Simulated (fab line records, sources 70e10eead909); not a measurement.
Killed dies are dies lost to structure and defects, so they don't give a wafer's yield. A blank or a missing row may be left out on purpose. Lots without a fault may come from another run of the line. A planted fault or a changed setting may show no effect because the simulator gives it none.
Chamber matching | flow nand_harc | NHARC_A_STAIRCASE_ALD_420 on ald_hk-02: 4 sister chambers
The step deposits SiO2, target thk 20 nm, pulse time 6 s, ald cycles 200. 4 wafers are shown with their chamber, then 9 later ones without.

WAFERS WITH THEIR CHAMBER
wafer  | chamber | heater_power_w (W)
L086.2 | 3       | 400
L087.2 | 2       | 445
L087.3 | 0       | 647
L087.4 | 1       | 428

WAFERS WITHOUT THEIR CHAMBER
wafer  | heater_power_w (W)
L089.1 | 398
L089.2 | 437
L089.4 | 635
L093.1 | 444
L093.3 | 419
L093.5 | 404
L094.3 | 614
L094.4 | 445
L094.5 | 412

WHICH CHAMBER EACH WENT THROUGH
wafer  | from the rows above          | in truth
L089.1 | 3                            | 3
L089.2 | can't be placed: 2 or 1      | 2
L089.4 | 0                            | 0
L093.1 | can't be placed: 2 or 1      | 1
L093.3 | can't be placed: 1 or 3 or 2 | 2
L093.5 | can't be placed: 3 or 1      | 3
L094.3 | 0                            | 0
L094.4 | can't be placed: 2 or 1      | 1
L094.5 | can't be placed: 3 or 1 or 2 | 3
Placed correctly: 3 of 9. Can't be placed from these rows: 6 (the true chamber is among the candidates in 6). Placed wrongly: 0.
How it was worked out, from the rows above alone: a wafer's distance from a chamber is the root of the sum, over the readings, of the square of ((its reading less the chamber's mean) divided by the reading's scatter). The wafer belongs to the nearest chamber; if the next one is less than 2 further off, it can't be placed. A chamber's mean is the mean of its shown wafers. The scatter: with one shown wafer a chamber, the root of the mean of the squares of how far each hidden wafer lies from its nearest shown one.
